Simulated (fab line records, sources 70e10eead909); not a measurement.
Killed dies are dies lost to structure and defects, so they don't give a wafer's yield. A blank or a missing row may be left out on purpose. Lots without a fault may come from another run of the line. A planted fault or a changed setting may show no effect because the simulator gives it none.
Chamber matching | flow nand_harc | NHARC_P_M0_CMP_23 on cmp-04: 4 sister chambers
The step polishes, t overpolish 20 s, target thk 117.53 nm. 8 wafers are shown with their chamber, then 7 later ones without.

WAFERS WITH THEIR CHAMBER
wafer  | chamber | motor_current_A (A) | time_to_endpoint_s (s)
L077.1 | 2       | 12.0                | 31.0
L082.5 | 1       | 13.9                | 31.3
L082.6 | 0       | 11.6                | 31.2
L083.4 | 0       | 10.6                | 32.4
L083.5 | 2       | 12.8                | 31.4
L083.6 | 3       | 14.0                | 32.6
L091.1 | 1       | 14.5                | 31.5
L091.3 | 3       | 13.6                | 31.8

WAFERS WITHOUT THEIR CHAMBER
wafer  | motor_current_A (A) | time_to_endpoint_s (s)
L091.4 | 12.1                | 29.8
L094.1 | 11.8                | 28.5
L094.2 | 14.4                | 27.0
L094.4 | 13.8                | 31.7
L097.1 | 14.4                | 31.8
L097.2 | 11.8                | 29.6
L097.4 | 13.1                | 28.0

WHICH CHAMBER EACH WENT THROUGH
wafer  | from the rows above               | in truth
L091.4 | can't be placed: 2 or 0           | 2
L094.1 | can't be placed: 2 or 0 or 1      | 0
L094.2 | can't be placed: 1 or 2 or 3      | 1
L094.4 | can't be placed: 3 or 1 or 2      | 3
L097.1 | can't be placed: 1 or 3           | 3
L097.2 | can't be placed: 2 or 0           | 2
L097.4 | can't be placed: 2 or 1 or 3 or 0 | 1
Placed correctly: 0 of 7. Can't be placed from these rows: 7 (the true chamber is among the candidates in 7). Placed wrongly: 0.
How it was worked out, from the rows above alone: a wafer's distance from a chamber is the root of the sum, over the readings, of the square of ((its reading less the chamber's mean) divided by the reading's scatter). The wafer belongs to the nearest chamber; if the next one is less than 2 further off, it can't be placed. A chamber's mean is the mean of its shown wafers. The scatter: the root of (the sum of the squares of (reading less its chamber's mean) over the shown wafers, divided by (wafers less chambers)).
